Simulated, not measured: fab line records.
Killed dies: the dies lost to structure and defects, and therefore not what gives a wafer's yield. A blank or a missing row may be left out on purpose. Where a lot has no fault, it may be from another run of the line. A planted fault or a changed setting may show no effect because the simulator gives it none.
A lot that was struck, set against a sound lot -- flow nand_harc -- 15 steps out of a route of 1302
Sound: these wafers, L948.1, L948.2, L948.4. Struck: wafers L940.1, L940.3, L940.6. The cause comes at the end.
At each step with rows: each side's tool, then ch and its chambers, then its first start. Under that, the readings that differ: sound wafers -- struck wafers -- difference of the means -- sigmas: that difference in standard deviations of wafers without a fault.
alike: readings with means less than 2 such deviations apart, plus words and numbers identical on both sides. not compared: withheld readings, readings lacking a value on some wafer, bounds such as >300 that could conceal the same value, and numbers that have no deviation in the record and whose values overlap.
A row with sigmas, a row that says differs or no value, or rows on one side alone: a step with any of these is where the two part. Numbers that don't overlap but have no deviation are shown without sigmas and don't part them. Lack of a reading on every wafer of one side parts them only where that side has two or more wafers.

NHARC_A_M1_ETCH_35: etches the open film in N2/H2, target depth 40 nm, overetch 12 nm, time 43.94 s.
  sound on rie_diel-11 ch 1,3, day 31 10:05; struck on rie_diel-11 ch 2,3, day 28 06:47
  alike: drypump_motor_current_A, oes_product_au, rf_vpp_V, showerhead_plenum_p_Torr, throttle_valve_pct
  not compared: rf_hours_counter_h
then, 1 step without rows for these wafers: NHARC_A_M1_ETCH_15 (etches the open film in C4F8/Ar, target depth 182.5 nm, time 91.2 s).
NHARC_A_M1_CD_MEAS_16:
  sound: cd_sem-02 at day 31 10:20; struck: cd_sem-03 at day 28 07:00
  alike: cd_nm
then, 1 step without rows for these wafers: NHARC_A_M1_STRIP_18 (strips in N2/H2).
NHARC_A_M1_ETCH_28: etches the open film in CF4/N2, target depth 30 nm, time 72.99 s.
  sound on rie_diel-02 ch 1,2,3; struck on rie_diel-08 ch 0,1
  alike: drypump_motor_current_A, oes_product_au, rf_vpp_V, showerhead_plenum_p_Torr, throttle_valve_pct
  not compared: rf_hours_counter_h
then, 3 steps without rows for these wafers: NHARC_A_M1_STRIP_19 (strips in post etch residue remover, time 600 s); NHARC_A_M1_DEGAS_29 (time 60 s); NHARC_A_M1_PRE_CLEAN_30 (time 30 s).
NHARC_A_M1_PVD_20: deposits TaN, target thk 5 nm, time 8.06 s.
  sound on pvd_sputter-01; struck on pvd_sputter-01
  alike: bias_v, throttle_valve_pct
NHARC_A_M1_PVD_21: deposits Cu, target thk 30 nm, time 20.49 s.
  sound on pvd_sputter-01; struck on pvd_sputter-01
  alike: throttle_valve_pct
then, 1 step without rows for these wafers: NHARC_A_M1_ECD_22 (material Cu, target thk 400 nm).
NHARC_A_M1_ANNEAL_31: time 90 s.
  sound on rtp_anneal-02 ch 0, day 31 11:47; struck on rtp_anneal-02 ch 0, day 28 08:28
  alike: wafer_temp_C_max
NHARC_A_M1_CMP_23: polishes, t overpolish 20 s, target thk 154.34 nm.
  sound on cmp-01 ch 1,2,3, day 31 12:07; struck on cmp-01 ch 0,1,2, day 28 08:47
  no value came back on the struck wafers for edge_zone_pressure_frac, motor_current_A (A), time_to_endpoint_s (s); on the sound wafers edge_zone_pressure_frac reads 0.995 1.000 1.002
NHARC_A_M1_THK_MEAS_24: measures by xrf.
  sound: film_metro-02 at day 31 12:26; struck: film_metro-02 at day 28 09:07
reading,sound,struck,difference,sigmas
thk_nm (nm),152.0 156.2 152.4,397.2 402.1 404.0,+247.6,+99 or more
after that, 1 step had no rows for these wafers: NHARC_A_M1_SRD_25.

## WHERE THEY PART
Last at NHARC_A_M1_THK_MEAS_24 as far as this record goes, first at NHARC_A_M1_CMP_23.

WHY: what the simulator had put in
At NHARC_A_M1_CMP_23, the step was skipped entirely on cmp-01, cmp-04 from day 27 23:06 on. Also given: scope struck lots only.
